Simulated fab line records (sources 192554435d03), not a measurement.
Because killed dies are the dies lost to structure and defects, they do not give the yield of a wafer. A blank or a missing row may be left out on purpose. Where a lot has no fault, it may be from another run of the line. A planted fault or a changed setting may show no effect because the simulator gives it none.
2 desks looking at one fault	flow n5 finfet	each desk holds nothing but its own numbers, with what lay behind them at the end

## DESK OF THE TOOL OWNER: ald metal-02
The tool's own readings at N5_HKMG_FIN_ALD_91 (deposits TiN, target thk 1 nm, pulse time 1 s, purge time 3 s): means of the sampled wafers that have a number, for each lot that ran on this tool. The brackets show how far a lot's mean lies from the usual mean; more than 4 standard deviations puts the lot out of limits, marked OUT.
Columns: A = heater power w at N5_HKMG_FIN_ALD_91, usual 901 W; B = precursor pulse height rel at N5_HKMG_FIN_ALD_91, usual 0.996
lot	first seen here	A	B
L375	day 5 09:01	1002	0.996
L376	day 5 10:59	928	0.995
L378	day 6 03:49	886	1.013
L381	day 6 23:35	924	0.998
This desk's finding: nothing out of limits on any of the 4 lots.

## FROM THE METROLOGY DESK
Lot by lot, what the gauges showed, no matter which tool ran the lot: averages of those sampled wafers that carry a number. The brackets show how far a lot's mean lies from the usual mean; more than 4 standard deviations puts the lot out of limits, marked OUT. It has 13 readings, of which 7 appear: the earliest out of limits, and the ones furthest out on some lot.
Columns: A = IOFF_N at N5_BEOL_M4_RC_MEAS_101, usual 0.16 nA/um; B = IOFF_N_LONG at N5_BEOL_M4_RC_MEAS_101, usual 5.5e-05 nA/um; C = ION_N at N5_BEOL_M4_RC_MEAS_101, usual 671 uA/um; D = SS_N at N5_BEOL_M4_RC_MEAS_101, usual 71.5 mV/dec; E = VT_N at N5_BEOL_M4_RC_MEAS_101, usual 251 mV; F = VT_N_LONG at N5_BEOL_M4_RC_MEAS_101, usual 275.2 mV; G = VT_N_LVT at N5_BEOL_M4_RC_MEAS_101, usual 99 mV
lot	first seen here	A	B	C	D	E	F	G
L376	day 9 23:25	0.19	6.3e-05	692	71.7	244	269.7	92
L375	day 9 23:26	0.16	5.4e-05	680	71.8	250	276.8	100
L378	day 10 07:34	0.25	7.1e-05 (+4.8) OUT	706	71.2	238	267.1	85
L381	day 11 04:28	0.15	6.4e-05	674	70.6	248	268.4	98
L392	day 13 21:16	0.17	6.1e-05	679	71.2	246	270.8	95
This desk reports L378 out of limits; the earliest was L378 at day 10 07:34 (IOFF_N_LONG at N5_BEOL_M4_RC_MEAS_101). L376, L375, L381, L392 stayed within limits.

## PUT TOGETHER
An alarm was possible from the metrology desk at day 10 07:34, on L378.
The desk of the tool owner found nothing out of limits.
The tool owner's desk has L378 on record, within its limits.
Every lot named ran N5_HKMG_FIN_ALD_91 on ald metal-02.

## WHAT THE SIMULATOR HAD INSERTED
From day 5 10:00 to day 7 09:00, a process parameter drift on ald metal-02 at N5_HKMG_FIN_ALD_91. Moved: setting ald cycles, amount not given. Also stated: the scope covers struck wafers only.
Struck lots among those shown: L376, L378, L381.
Hours from the fault's start to each desk's first reading out of limits: the metrology desk, 118.
